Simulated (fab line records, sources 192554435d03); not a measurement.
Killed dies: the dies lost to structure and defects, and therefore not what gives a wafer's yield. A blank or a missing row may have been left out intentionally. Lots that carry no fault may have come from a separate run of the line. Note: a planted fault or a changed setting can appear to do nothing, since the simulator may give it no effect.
Chamber matching | flow n5-finfet | 4 sister chambers for N5_PASSIVATION_DESCUM_12 on rie-diel-01
The step chemistry O2, time 7.9 s. 8 wafers are shown with their chamber, then 7 later ones without.

## EACH WAFER AND ITS CHAMBER
wafer  | chamber | throttle-valve-pct (%) | showerhead-plenum-p-Torr (Torr)
L613.3 | 3       | 20.34                  | 2.15
L619.1 | 2       | 20.60                  | 2.07
L619.5 | 2       | 20.61                  | 2.07
L622.2 | 1       | 19.91                  | 2.04
L622.3 | 0       | 20.50                  | 2.20
L622.4 | 3       | 20.36                  | 2.14
L631.1 | 0       | 20.54                  | 2.20
L631.2 | 1       | 19.92                  | 2.04

## WAFERS WITHOUT THEIR CHAMBER
wafer  | throttle-valve-pct (%) | showerhead-plenum-p-Torr (Torr)
L631.4 | 19.93                  | 2.04
L634.1 | 19.95                  | 2.04
L634.2 | 20.54                  | 2.19
L634.6 | 19.96                  | 2.04
L636.1 | 20.68                  | 2.06
L636.2 | 20.06                  | 2.13
L636.5 | 20.05                  | 2.13

## WHICH CHAMBER EACH WENT THROUGH
wafer  | from the rows above | in truth
L631.4 | 1                   | 1
L634.1 | 1                   | 1
L634.2 | 0                   | 0
L634.6 | 1                   | 1
L636.1 | 2                   | 2
L636.2 | 3                   | 3
L636.5 | 3                   | 3
Placed correctly: 7 of 7. Not placeable from these rows: 0. Wrongly placed: 0.
How it was worked out, from the rows above alone: a wafer's distance from a chamber is the root of the sum, over the readings, of the square of ((its reading less the chamber's mean) divided by the reading's scatter). The wafer belongs to the nearest chamber; if the next one is less than 2 further off, it can't be placed. For every chamber, the mean is computed from those of its wafers that are shown. The scatter: the root of (the sum of the squares of (reading less its chamber's mean) over the shown wafers, divided by (wafers less chambers)).
